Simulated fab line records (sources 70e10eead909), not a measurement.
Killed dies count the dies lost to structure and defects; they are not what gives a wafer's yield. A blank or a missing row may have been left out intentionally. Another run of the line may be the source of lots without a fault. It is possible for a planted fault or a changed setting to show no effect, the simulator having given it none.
fab line records + flow nandHarc
record:
- lots: 11
- wafers: 33
- lastDay: 24
route steps=1159 shown P_STI@88 P_GATE@132 END@1159
lots untouched by any fault: they come from a run of this same line in which no faults occurred
startH: hours from the record's opening day to when the first of the lot's shown wafers began + waitH: hours elapsed since this lot's preceding step + " same as the row above + L1.1+2: several wafers, shown together as one row + - no value, or no start was given + * or withheld: withheld + < > ~ a bound
route shown NAME@n: NAME is a module with steps in the file, n the number in the route of the first one + usual: mean and standard deviation over wafers with no fault + same: alike in all rows + chamber/n: place in a boat + sites: the reading at each site + _std_site: how widely they spread, as a standard deviation + _edge_site: outer sites' mean less inner sites' + radiusMm: how far each site lies from the wafer's centre + mask NAME#n: copy n + behind: the tool/chamber that last shaped the wafer + hold: the reason the lot was held/the length of the hold in hours/how it ended + device: names the non-switching transistor (n, p or np) + end of line: tests of these same wafers at the route's end + a step without rows: its recipe alone + killed: dies that structure and defects cost at the first sort, which is not the same as the wafer's yield + map: a wafer's dies, x killed, . not, _ none there
set.NAME: the setting as run; set.NAME@STEP: as run at that earlier step + model.NAME: the simulator's own value behind a step, which no gauge read
route steps across a sampled set of lots; one table per step, one row per wafer
services: from which hour (startH, from the record's first day; less than 0 if before it) a tool's chamber was out of use, for how many hours, and why
== steps ==
step: NHARC_P_STI_ETCH_42
recipe:
- targetDepthA: 800
- overetchA: 240
- timeS: 61
- ionEnergyEv: 200
- n2FlowSccm: 150
- h2FlowSccm: 150
- arFlowSccm: 0
- rfW: 400
- biasW: 150
- chemistry: N2/H2
usual:
- drypumpMotorCurrentA: 5.82/0.27
- n2FlowSccm: 150.0/0.39
- oesProductAu: 1.001/0.012
- rfVppV: 429.9/2.4
- showerheadPlenumPTorr: 2.01/0.079
- throttleValvePct: 14.171/0.0086
| lot.wafer | tool       | chamber | startH | waitH | drypumpMotorCurrentA | n2FlowSccm | oesProductAu | rfHoursCounterH | rfVppV | showerheadPlenumPTorr | throttleValvePct |
|-----------|------------|---------|--------|-------|----------------------|------------|--------------|-----------------|--------|-----------------------|------------------|
| L932.2    | rieDiel-09 | 3       | 44.09  | 0.1   | 6.04                 | 150.8      | 1.001        | 6.7             | 427.6  | 1.93                  | 14.176           |
| L932.5    | "          | 3       | "      | "     | 6.02                 | 150.4      | 1.015        | -               | 427.9  | 1.93                  | 14.182           |
| L932.6    | "          | 0       | "      | "     | 6.07                 | 149.9      | 0.998        | -               | 430.6  | 2.05                  | 14.161           |
| L930.1    | rieDiel-07 | 1       | 44.13  | 0.1   | 5.72                 | 149.7      | 0.988        | 3.3             | 432.5  | 2.07                  | 14.164           |
| L930.3    | "          | 2       | "      | "     | 5.52                 | 150.4      | 1.007        | 3.4             | 429.4  | 2.00                  | 14.184           |
| L930.4    | "          | 0       | "      | "     | 6.13                 | 149.5      | 0.994        | 3.0             | 436.2  | 2.17                  | 14.180           |
| L931.3    | rieDiel-07 | 1       | 44.30  | 0.1   | 5.72                 | 150.1      | 0.985        | 3.3             | 431.0  | 2.07                  | 14.179           |
| L931.1    | "          | 2       | "      | "     | 5.52                 | 150.6      | 1.019        | 3.4             | 430.1  | 2.00                  | 14.165           |
| L931.6    | "          | 0       | "      | "     | 6.13                 | 150.5      | 0.995        | -               | 434.9  | 2.17                  | 14.169           |
| L934.3    | rieDiel-09 | 3       | 56.61  | 0.1   | 6.01                 | 150.1      | 1.015        | 7.7             | 427.1  | 1.93                  | 14.167           |
| L934.4    | "          | 1       | "      | "     | 5.79                 | 149.6      | 1.016        | 8.5             | 429.9  | 2.00                  | 14.179           |
| L934.6    | "          | 3       | "      | "     | 6.04                 | 150.3      | 1.024        | -               | 429.7  | 1.93                  | 14.178           |
| L935.3    | rieDiel-07 | 3       | 66.69  | 0.1   | 5.75                 | 149.7      | 0.996        | 0.0             | 429.9  | 1.98                  | 14.177           |
| L935.4    | "          | 1       | "      | "     | 5.73                 | 150.8      | 0.991        | 0.0             | 431.7  | 2.07                  | 14.169           |
| L935.5    | "          | 0       | "      | "     | 6.10                 | 150.1      | 0.994        | -               | 434.7  | 2.17                  | 14.166           |
| L942.1    | rieDiel-05 | 1       | 107.01 | 0.1   | 5.38                 | 150.2      | 1.016        | 4.1             | 426.8  | 1.90                  | 14.173           |
| L942.4    | "          | 2       | "      | "     | 5.74                 | 149.5      | 1.002        | 4.2             | 427.1  | 1.91                  | 14.177           |
| L942.3    | "          | 3       | "      | "     | 5.39                 | 150.2      | 1.029        | 4.1             | 431.4  | 2.03                  | 14.156           |
| L944.1    | rieDiel-07 | 1       | 125.88 | 0.1   | 5.72                 | 151.0      | 0.983        | 1.6             | 432.1  | 2.07                  | 14.175           |
| L944.3    | "          | 2       | "      | "     | 5.52                 | 149.7      | 0.992        | 1.6             | 430.3  | 2.00                  | 14.185           |
| L944.2    | "          | 0       | "      | "     | 6.11                 | 150.0      | 0.997        | 1.6             | 432.6  | 2.17                  | 14.163           |
| L946.4    | rieDiel-05 | 1       | 135.04 | 0.1   | 5.41                 | 150.1      | 1.023        | 5.0             | 427.4  | 1.90                  | 14.165           |
| L946.1    | "          | 2       | "      | "     | 5.78                 | 149.8      | 1.010        | 5.0             | 427.5  | 1.91                  | 14.172           |
| L946.5    | "          | 3       | "      | "     | 5.36                 | 149.8      | 1.007        | -               | 431.1  | 2.03                  | 14.169           |
| L947.1    | rieDiel-07 | 3       | 135.19 | 0.1   | 5.72                 | 151.0      | 1.005        | 1.9             | 428.8  | 1.98                  | 14.170           |
| L947.3    | "          | 0       | "      | "     | 6.11                 | 149.5      | 1.000        | 1.9             | 434.2  | 2.17                  | 14.173           |
| L947.6    | "          | 3       | "      | "     | 5.71                 | 150.3      | 0.996        | -               | 429.0  | 1.98                  | 14.177           |
| L949.3    | rieDiel-09 | 1       | 147.24 | 0.1   | 5.80                 | 150.5      | 1.007        | 4.1             | 428.3  | 2.00                  | 14.166           |
| L949.1    | "          | 3       | "      | "     | 5.99                 | 150.0      | 1.015        | 5.0             | 427.4  | 1.93                  | 14.164           |
| L949.6    | "          | 1       | "      | "     | 5.83                 | 150.2      | 1.003        | -               | 428.8  | 2.00                  | 14.183           |
| L953.3    | rieDiel-05 | 2       | 173.37 | 0.1   | 5.75                 | 149.9      | 0.996        | 0.0             | 427.3  | 1.91                  | 14.173           |
| L953.2    | "          | 3       | "      | "     | 5.36                 | 149.8      | 0.978        | 0.0             | 429.8  | 2.03                  | 14.196           |
| L953.6    | "          | 3       | "      | "     | 5.39                 | 149.2      | 0.990        | -               | 430.5  | 2.03                  | 14.163           |
step: NHARC_P_STI_ETCH_15
recipe:
- targetDepthA: 3000
- taperDeg: 4
- timeS: 100.1
- hbrFlowSccm: 150
- cl2FlowSccm: 50
- rfW: 400
- icpW: 400
- biasW: 100
- chemistry: HBr/Cl2
usual:
- drypumpMotorCurrentA: 5.5/0.48
- oesProductAu: 0.998/0.013
- throttleValvePct: 26.405/0.0086
| lot.wafer | tool     | chamber | startH | waitH | drypumpMotorCurrentA | oesProductAu | rfHoursCounterH | throttleValvePct |
|-----------|----------|---------|--------|-------|----------------------|--------------|-----------------|------------------|
| L932.2    | rieSi-06 | 1       | 44.30  | -     | 5.8                  | 1.005        | 0.1             | 26.417           |
| L932.6    | "        | 0       | "      | "     | 5.5                  | 1.014        | -               | 26.408           |
| L932.5    | "        | 1       | "      | "     | 5.8                  | 1.000        | -               | 26.417           |
| L930.4    | rieSi-01 | 2       | 44.36  | -     | 5.0                  | 0.994        | 0.5             | 26.398           |
| L930.3    | "        | 0       | "      | "     | 6.3                  | 0.995        | 0.5             | 26.406           |
| L930.1    | "        | 1       | "      | "     | 5.9                  | 0.986        | 0.5             | 26.392           |
| L931.1    | rieSi-04 | 2       | 44.50  | -     | 5.8                  | 1.002        | 0.7             | 26.414           |
| L931.3    | "        | 0       | "      | "     | 5.8                  | 0.986        | 0.9             | 26.407           |
| L931.6    | "        | 1       | "      | "     | 5.6                  | 1.033        | -               | 26.405           |
| L934.4    | rieSi-01 | 0       | 56.82  | -     | 6.3                  | 0.974        | 0.6             | 26.401           |
| L934.3    | "        | 2       | "      | "     | 5.0                  | 0.997        | 0.7             | 26.415           |
| L934.6    | "        | 3       | "      | "     | 4.7                  | 0.984        | -               | 26.415           |
| L935.3    | rieSi-01 | 0       | 66.91  | -     | 6.4                  | 0.992        | 0.7             | 26.402           |
| L935.4    | "        | 1       | "      | "     | 5.9                  | 0.982        | 0.7             | 26.414           |
| L935.5    | "        | 3       | "      | "     | 4.7                  | 0.988        | -               | 26.407           |
| L942.3    | rieSi-06 | 2       | 107.19 | -     | 5.2                  | 0.999        | 0.6             | 26.387           |
| L942.4    | "        | 3       | "      | "     | 5.9                  | 0.998        | 0.5             | 26.409           |
| L942.1    | "        | 1       | "      | "     | 5.8                  | 1.005        | 0.6             | 26.416           |
| L944.2    | rieSi-01 | 2       | 126.07 | -     | 5.0                  | 0.992        | 1.2             | 26.415           |
| L944.1    | "        | 0       | "      | "     | 6.3                  | 0.982        | 1.0             | 26.401           |
| L944.3    | "        | 1       | "      | "     | 5.9                  | 0.987        | 1.2             | 26.414           |
| L946.1    | rieSi-06 | 3       | 135.24 | -     | 5.9                  | 0.987        | 0.7             | 26.412           |
| L946.4    | "        | 0       | "      | "     | 5.5                  | 1.006        | 0.7             | 26.404           |
| L946.5    | "        | 3       | "      | "     | 5.9                  | 0.997        | -               | 26.401           |
| L947.1    | rieSi-04 | 3       | 135.40 | -     | 4.8                  | 0.991        | 0.2             | 26.399           |
| L947.3    | "        | 1       | "      | "     | 5.6                  | 1.004        | 0.3             | 26.415           |
| L947.6    | "        | 3       | "      | "     | 4.8                  | 0.994        | -               | 26.393           |
| L949.1    | rieSi-04 | 1       | 147.43 | -     | 5.6                  | 1.009        | 0.4             | 26.393           |
| L949.3    | "        | 3       | "      | "     | 4.8                  | 0.997        | 0.3             | 26.400           |
| L949.6    | "        | 1       | "      | "     | 5.6                  | 1.021        | -               | 26.406           |
| L953.2    | rieSi-04 | 1       | 173.61 | -     | 5.6                  | 0.999        | 0.6             | 26.408           |
| L953.3    | "        | 2       | "      | "     | 5.8                  | 0.992        | 0.6             | 26.412           |
| L953.6    | "        | 0       | "      | "     | 5.8                  | 0.982        | -               | 26.403           |
step: NHARC_P_GATE_DEP_103
recipe:
- targetThkA: 300
- targetThkNm: 30
- tempC: 400
- flowSccm: 200
- rfW: 350
- material: SiON
usual:
- heaterPowerW: 735/99
| lot.wafer | tool     | chamber | startH | waitH | heaterPowerW |
|-----------|----------|---------|--------|-------|--------------|
| L932.2    | pecvd-03 | 0       | 94.50  | 0.5   | 821          |
| L932.6    | "        | 1       | "      | "     | 683          |
| L932.5    | "        | 2       | "      | "     | 698          |
| L930.3    | pecvd-03 | 1       | 94.72  | 0.3   | 672          |
| L930.1    | "        | 0       | "      | "     | 799          |
| L930.4    | "        | 1       | "      | "     | 681          |
| L931.1    | pecvd-03 | 2       | 95.08  | 0.6   | 833          |
| L931.3    | "        | 0       | "      | "     | 805          |
| L931.6    | "        | 2       | "      | "     | 834          |
| L934.3    | pecvd-03 | 0       | 107.74 | 0.5   | 709          |
| L934.6    | "        | 1       | "      | "     | 630          |
| L934.4    | "        | 2       | "      | "     | 839          |
| L935.3    | pecvd-01 | 0       | 114.98 | 0.5   | 785          |
| L935.5    | "        | 2       | "      | "     | 559          |
| L935.4    | "        | 1       | "      | "     | 678          |
| L942.1    | pecvd-03 | 0       | 165.83 | 1.1   | 844          |
| L942.3    | "        | 2       | "      | "     | 757          |
| L942.4    | "        | 1       | "      | "     | 721          |
| L944.1    | pecvd-03 | 1       | 185.09 | 0.6   | 629          |
| L944.2    | "        | 2       | "      | "     | 803          |
| L944.3    | "        | 0       | "      | "     | 854          |
| L946.1    | pecvd-01 | 2       | 185.72 | 0.6   | 562          |
| L946.5    | "        | 1       | "      | "     | 659          |
| L946.4    | "        | 0       | "      | "     | 885          |
| L947.1    | pecvd-02 | 0       | 185.97 | 0.6   | 918          |
| L947.3    | "        | 1       | "      | "     | 615          |
| L947.6    | "        | 0       | "      | "     | 904          |
| L949.1    | pecvd-01 | 0       | 197.80 | 0.6   | 861          |
| L949.3    | "        | 2       | "      | "     | 599          |
| L949.6    | "        | 2       | "      | "     | 572          |
| L953.2    | pecvd-01 | 2       | 220.25 | 0.4   | 560          |
| L953.3    | "        | 1       | "      | "     | 638          |
| L953.6    | "        | 2       | "      | "     | 575          |
step: NHARC_P_GATE_INSPECT_28
usual:
- rawDefectCount: 7/3.2
| lot.wafer | tool             | chamber | startH | waitH | rawDefectCount |
|-----------|------------------|---------|--------|-------|----------------|
| L932.2    | defectInspect-02 | -       | 95.13  | 0.0   | 8              |
| L932.5    | "                | -       | "      | "     | 5              |
| L932.6    | "                | -       | "      | "     | 8              |
| L930.1    | defectInspect-01 | -       | 95.52  | 0.0   | 3              |
| L930.3    | "                | -       | "      | "     | 3              |
| L930.4    | "                | -       | "      | "     | 7              |
| L931.1    | defectInspect-02 | -       | 95.89  | 0.0   | 4              |
| L931.3    | "                | -       | "      | "     | 7              |
| L931.6    | "                | -       | "      | "     | 4              |
| L934.3    | defectInspect-01 | -       | 108.50 | 0.0   | 2              |
| L934.4    | "                | -       | "      | "     | 4              |
| L934.6    | "                | -       | "      | "     | 5              |
| L935.3    | defectInspect-01 | -       | 115.77 | 0.0   | 13             |
| L935.4    | "                | -       | "      | "     | 4              |
| L935.5    | "                | -       | "      | "     | 10             |
| L942.1    | defectInspect-01 | -       | 166.64 | 0.0   | 461            |
| L942.3    | "                | -       | "      | "     | 497            |
| L942.4    | "                | -       | "      | "     | 437            |
| L944.1    | defectInspect-01 | -       | 185.76 | 0.0   | 508            |
| L944.2    | "                | -       | "      | "     | 499            |
| L944.3    | "                | -       | "      | "     | 466            |
| L946.1    | defectInspect-02 | -       | 186.53 | 0.0   | 2              |
| L946.4    | "                | -       | "      | "     | 5              |
| L946.5    | "                | -       | "      | "     | 4              |
| L947.1    | defectInspect-01 | -       | 186.74 | 0.0   | 15             |
| L947.3    | "                | -       | "      | "     | 9              |
| L947.6    | "                | -       | "      | "     | 8              |
| L949.1    | defectInspect-01 | -       | 198.48 | 0.0   | 6              |
| L949.3    | "                | -       | "      | "     | 9              |
| L949.6    | "                | -       | "      | "     | 8              |
| L953.2    | defectInspect-01 | -       | 221.06 | 0.0   | 12             |
| L953.3    | "                | -       | "      | "     | 7              |
| L953.6    | "                | -       | "      | "     | 7              |
step: NHARC_P_GATE_HM_OPEN_105
recipe:
- targetDepthA: 3600
- o2FlowSccm: 400
- cosFlowSccm: 20
- arFlowSccm: 0
- rfW: 500
- biasW: 300
- chemistry: O2/COS
usual:
- drypumpMotorCurrentA: 5.8/0.38
- oesProductAu: 1.001/0.013
- rfVppV: 467/3.3
- showerheadPlenumPTorr: 3.13/0.15
- throttleValvePct: 28.330/0.0088
| lot.wafer | tool       | chamber | startH | waitH | drypumpMotorCurrentA | oesProductAu | rfHoursCounterH | rfVppV | showerheadPlenumPTorr | throttleValvePct |
|-----------|------------|---------|--------|-------|----------------------|--------------|-----------------|--------|-----------------------|------------------|
| L932.2    | rieDiel-12 | 2       | -      | -     | 6.0                  | 0.994        | 12              | 472    | 3.35                  | 28.323           |
| L932.6    | "          | 3       | "      | "     | 5.9                  | 1.016        | -               | 469    | 3.24                  | 28.335           |
| L932.5    | "          | 0       | "      | "     | 6.1                  | 1.017        | -               | 460    | 2.93                  | 28.332           |
| L931.1    | rieDiel-12 | 2       | -      | -     | 5.9                  | 0.989        | 12              | 472    | 3.35                  | 28.339           |
| L931.3    | "          | 1       | "      | "     | 5.4                  | 1.000        | 13              | 466    | 3.02                  | 28.340           |
| L931.6    | "          | 3       | "      | "     | 6.0                  | 1.024        | -               | 469    | 3.24                  | 28.340           |
| L930.4    | rieDiel-02 | 0       | -      | -     | 5.4                  | 1.001        | 44              | 469    | 3.28                  | 28.321           |
| L930.1    | "          | 2       | "      | "     | 6.5                  | 0.985        | 38              | 462    | 2.92                  | 28.329           |
| L930.3    | "          | 3       | "      | "     | 6.7                  | 0.979        | 43              | 471    | 3.32                  | 28.316           |
| L934.4    | rieDiel-03 | 0       | -      | -     | 5.7                  | 1.005        | 22              | 471    | 3.18                  | 28.326           |
| L934.3    | "          | 1       | "      | "     | 5.3                  | 0.995        | 24              | 465    | 3.04                  | 28.326           |
| L934.6    | "          | 3       | "      | "     | 5.2                  | 1.002        | -               | 465    | 3.03                  | 28.340           |
| L935.4    | rieDiel-03 | 0       | -      | -     | 5.7                  | 1.010        | 24              | 468    | 3.18                  | 28.326           |
| L935.3    | "          | 2       | "      | "     | 5.8                  | 1.014        | 26              | 470    | 3.25                  | 28.327           |
| L935.5    | "          | 3       | "      | "     | 5.2                  | 0.995        | -               | 466    | 3.03                  | 28.323           |
| L942.4    | rieDiel-12 | 2       | -      | -     | 6.0                  | 0.994        | 26              | 471    | 3.34                  | 28.338           |
| L942.3    | "          | 0       | "      | "     | 6.1                  | 1.002        | 26              | 462    | 2.92                  | 28.324           |
| L942.1    | "          | 1       | "      | "     | 5.4                  | 0.997        | 26              | 464    | 3.01                  | 28.324           |
| L944.1    | rieDiel-12 | 1       | -      | -     | 5.4                  | 1.001        | 30              | 464    | 3.01                  | 28.319           |
| L944.3    | "          | 2       | "      | "     | 6.0                  | 0.995        | 29              | 471    | 3.34                  | 28.333           |
| L944.2    | "          | 3       | "      | "     | 6.0                  | 1.012        | 28              | 469    | 3.24                  | 28.330           |
| L946.1    | rieDiel-02 | 1       | -      | -     | 5.4                  | 0.983        | 10              | 464    | 2.94                  | 28.311           |
| L946.4    | "          | 2       | "      | "     | 6.5                  | 0.984        | 10              | 463    | 2.91                  | 28.348           |
| L946.5    | "          | 1       | "      | "     | 5.4                  | 0.980        | -               | 462    | 2.94                  | 28.325           |
| L947.3    | rieDiel-12 | 0       | -      | -     | 6.1                  | 0.972        | 30              | 464    | 2.92                  | 28.339           |
| L947.1    | "          | 2       | "      | "     | 6.0                  | 0.993        | 29              | 471    | 3.34                  | 28.325           |
| L947.6    | "          | 1       | "      | "     | 5.4                  | 0.990        | -               | 464    | 3.01                  | 28.337           |
| L949.1    | rieDiel-12 | 1       | -      | -     | 5.4                  | 0.987        | 34              | 465    | 3.01                  | 28.339           |
| L949.3    | "          | 2       | "      | "     | 6.0                  | 1.004        | 34              | 472    | 3.34                  | 28.332           |
| L949.6    | "          | 1       | "      | "     | 5.4                  | 0.991        | -               | 464    | 3.01                  | 28.331           |
| L953.2    | rieDiel-12 | 2       | -      | -     | 6.0                  | 1.015        | 2               | 472    | 3.34                  | 28.334           |
| L953.3    | "          | 0       | "      | "     | 6.1                  | 1.007        | 1               | 462    | 2.92                  | 28.327           |
| L953.6    | "          | 3       | "      | "     | 5.9                  | 1.024        | -               | 470    | 3.23                  | 28.339           |
step: NHARC_P_GATE_INSPECT_68
usual:
- rawDefectCount: 205/72
| lot.wafer | tool             | chamber | startH | waitH | rawDefectCount |
|-----------|------------------|---------|--------|-------|----------------|
| L932.2    | defectInspect-01 | -       | 114.64 | 0.1   | 139            |
| L932.5    | "                | -       | "      | "     | 156            |
| L932.6    | "                | -       | "      | "     | 100            |
| L931.1    | defectInspect-01 | -       | 115.52 | 0.2   | 140            |
| L931.3    | "                | -       | "      | "     | 244            |
| L931.6    | "                | -       | "      | "     | 165            |
| L930.1    | defectInspect-02 | -       | 116.37 | 0.2   | 111            |
| L930.3    | "                | -       | "      | "     | 141            |
| L930.4    | "                | -       | "      | "     | 162            |
| L934.3    | defectInspect-01 | -       | 127.13 | 0.1   | 140            |
| L934.4    | "                | -       | "      | "     | 181            |
| L934.6    | "                | -       | "      | "     | 85             |
| L935.3    | defectInspect-01 | -       | 134.45 | 0.1   | 146            |
| L935.4    | "                | -       | "      | "     | 154            |
| L935.5    | "                | -       | "      | "     | 135            |
| L942.1    | defectInspect-01 | -       | 185.53 | 0.2   | 597            |
| L942.3    | "                | -       | "      | "     | 629            |
| L942.4    | "                | -       | "      | "     | 592            |
| L946.1    | defectInspect-02 | -       | 208.32 | 0.2   | 184            |
| L946.4    | "                | -       | "      | "     | 288            |
| L946.5    | "                | -       | "      | "     | 256            |
| L944.1    | defectInspect-01 | -       | 211.85 | 0.2   | 662            |
| L944.2    | "                | -       | "      | "     | 649            |
| L944.3    | "                | -       | "      | "     | 660            |
| L947.1    | defectInspect-02 | -       | 213.34 | 0.2   | 143            |
| L947.3    | "                | -       | "      | "     | 158            |
| L947.6    | "                | -       | "      | "     | 124            |
| L949.1    | defectInspect-02 | -       | 219.94 | 0.2   | 146            |
| L949.3    | "                | -       | "      | "     | 156            |
| L949.6    | "                | -       | "      | "     | 215            |
| L953.2    | defectInspect-02 | -       | 241.76 | 0.1   | 311            |
| L953.3    | "                | -       | "      | "     | 291            |
| L953.6    | "                | -       | "      | "     | 255            |
step: NHARC_END_SORT_01
recipe:
- tempC: 25
usual:
- killedAtArray: 29/11
- killedAtOther: 0.6/1
- killedAtPeriphery: 3.1/2.1
- killedDies: 33/11
- killedOpen: 3.1/1.9
- killedShort: 1.9/1.5
same:
- grossDies: 677
| lot.wafer | tool      | chamber | startH | waitH | killedAtArray | killedAtOther | killedAtPeriphery | killedDies | killedOpen | killedShort |
|-----------|-----------|---------|--------|-------|---------------|---------------|-------------------|------------|------------|-------------|
| L942.1    | prober-01 | 0       | 530.69 | 2.5   | 23            | 0             | 81                | 104        | 3          | 1           |
| L942.3    | prober-01 | 0       | 532.27 | 3.1   | 20            | 0             | 87                | 107        | 0          | 3           |
| L942.4    | prober-01 | 0       | 533.06 | 3.4   | 28            | 0             | 88                | 116        | 0          | 2           |
| L944.1    | prober-01 | 0       | 538.40 | 2.5   | 38            | 0             | 79                | 117        | 1          | 0           |
| L944.2    | prober-01 | 0       | 539.20 | 2.8   | 26            | 0             | 84                | 110        | 1          | 1           |
| L944.3    | prober-01 | 0       | 540.00 | 3.1   | 44            | 0             | 84                | 128        | 3          | 1           |
killed by level:class
L942.1 P_GATE:unspecified=80 A_CHANNEL_HOLE_D1:chamberFilmFlake=17 A_STAIRCASE:chamberFilmFlake=2 P_GATE:geometricParticle:open=1 A_ONON_D1:geometricParticle:open=1 A_CONTACT:geometricParticle:short=1 A_M0:geometricParticle:open=1 A_CONTACT:chamberFilmFlake=1
L942.3 P_GATE:unspecified=84 A_CHANNEL_HOLE_D1:chamberFilmFlake=8 A_CONTACT:chamberFilmFlake=7 P_ZERO_WELL:chamberFilmFlake=3 A_STAIRCASE:chamberFilmFlake=2 A_CHANNEL_HOLE_D1:geometricParticle:short=1 A_CHANNEL_FILL_D1:geometricParticle:short=1 A_WL_FILL:geometricParticle:short=1
L942.4 P_GATE:unspecified=86 A_CHANNEL_HOLE_D1:chamberFilmFlake=19 A_STAIRCASE:chamberFilmFlake=5 A_CONTACT:chamberFilmFlake=3 P_CONTACT:geometricParticle:short=1 A_CHANNEL_FILL_D1:geometricParticle:short=1 P_STI:chamberFilmFlake=1
L944.1 P_GATE:unspecified=79 A_SLIT:chamberFilmFlake=14 A_CHANNEL_HOLE_D1:chamberFilmFlake=14 A_STAIRCASE:chamberFilmFlake=3 A_BLC:chamberFilmFlake=3 A_CONTACT:chamberFilmFlake=2 A_CONTACT:geometricParticle:open=1 A_WL_FILL:chamberFilmFlake=1
L944.2 P_GATE:unspecified=81 A_SLIT:chamberFilmFlake=12 A_CHANNEL_HOLE_D1:chamberFilmFlake=8 A_CONTACT:chamberFilmFlake=4 A_BLC:chamberFilmFlake=2 P_CONTACT:geometricParticle:short=1 P_M1:geometricParticle:open=1 P_ZERO_WELL:chamberFilmFlake=1
L944.3 P_GATE:unspecified=84 A_CHANNEL_HOLE_D1:chamberFilmFlake=18 A_CONTACT:chamberFilmFlake=8 A_SLIT:chamberFilmFlake=7 A_STAIRCASE:chamberFilmFlake=4 A_CHANNEL_FILL_D1:geometricParticle:open=2 A_BLC:chamberFilmFlake=2 A_CHANNEL_HOLE_D1:geometricParticle:short=1
== services ==
| tool       | chamber | startH | hours | kind   |
|------------|---------|--------|-------|--------|
| rieDiel-12 | -       | 25.40  | 9.0   | pm     |
| pecvd-01   | -       | 42.63  | 0.7   | repair |
| rieDiel-07 | -       | 51.20  | 9.0   | pm     |
| pecvd-01   | -       | 56.34  | 13.0  | pm     |
| rieSi-04   | 2       | 61.47  | 12.1  | repair |
| rieSi-01   | 1       | 69.26  | 6.2   | repair |
| rieDiel-09 | -       | 77.10  | 9.0   | pm     |
| rieDiel-05 | 1       | 88.91  | 4.1   | repair |
| rieDiel-12 | -       | 94.36  | 0.2   | repair |
| rieSi-04   | -       | 99.00  | 9.0   | pm     |
| rieDiel-12 | -       | 102.47 | 0.4   | repair |
| rieSi-04   | 2       | 108.93 | 3.6   | repair |
| pecvd-03   | -       | 111.00 | 13.0  | pm     |
| rieSi-04   | 0       | 119.96 | 2.3   | repair |
| rieSi-01   | -       | 127.00 | 9.0   | pm     |
| rieDiel-09 | -       | 129.31 | 0.2   | repair |
| pecvd-03   | 1       | 132.95 | 12.2  | repair |
| pecvd-03   | 2       | 136.42 | 11.0  | repair |
| rieSi-01   | 1       | 146.78 | 20.0  | repair |
| rieDiel-05 | 2       | 147.80 | 9.8   | repair |
| rieDiel-07 | 3       | 170.15 | 20.9  | repair |
| rieDiel-12 | -       | 202.40 | 9.0   | pm     |
| rieSi-04   | 3       | 210.00 | 11.7  | repair |
| rieDiel-07 | -       | 217.39 | 0.5   | repair |
== key ==
firstSign:
- step: NHARC_P_GATE_INSPECT_28
- reading: rawDefectCount
- direction: up
- sigmas: 99+
- usual: 7
- struck: 478
effect:
- step: NHARC_P_GATE_INSPECT_68
- reading: rawDefectCount
- direction: up
- sigmas: 5.9
- usual: 205
- struck: 632
effect:
- step: NHARC_END_SORT_01
- reading: killedAtPeriphery
- direction: up
- sigmas: 38
- usual: 3.1
- struck: 83.8
moreKillsBornAt:
- NHARC_P_GATE_DEP_103@pecvd-03: 494
metAt NHARC_P_GATE_DEP_103
struckLots L942,L944
testerLeftOut L942,L944
notActingAt NHARC_P_STI_ETCH_42,NHARC_P_STI_ETCH_15,NHARC_P_GATE_HM_OPEN_105
onsetBetween 107.74 165.83
fault:
- kind: chamberParticleSource
- tool: pecvd-03
- chamber: -
- onsetH: 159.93
- steps: NHARC_P_GATE_DEP_103
- ratePerVisitCm2: 0.7399
- endH: 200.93
testerLeftOut: of these lots the tester's yield and bins aren't shown, on N5 and GAA mostly nor the transistor test; their killed dies are dies lost to structure and defects alone, not to doping, threshold or leakage, so they don't give the yield
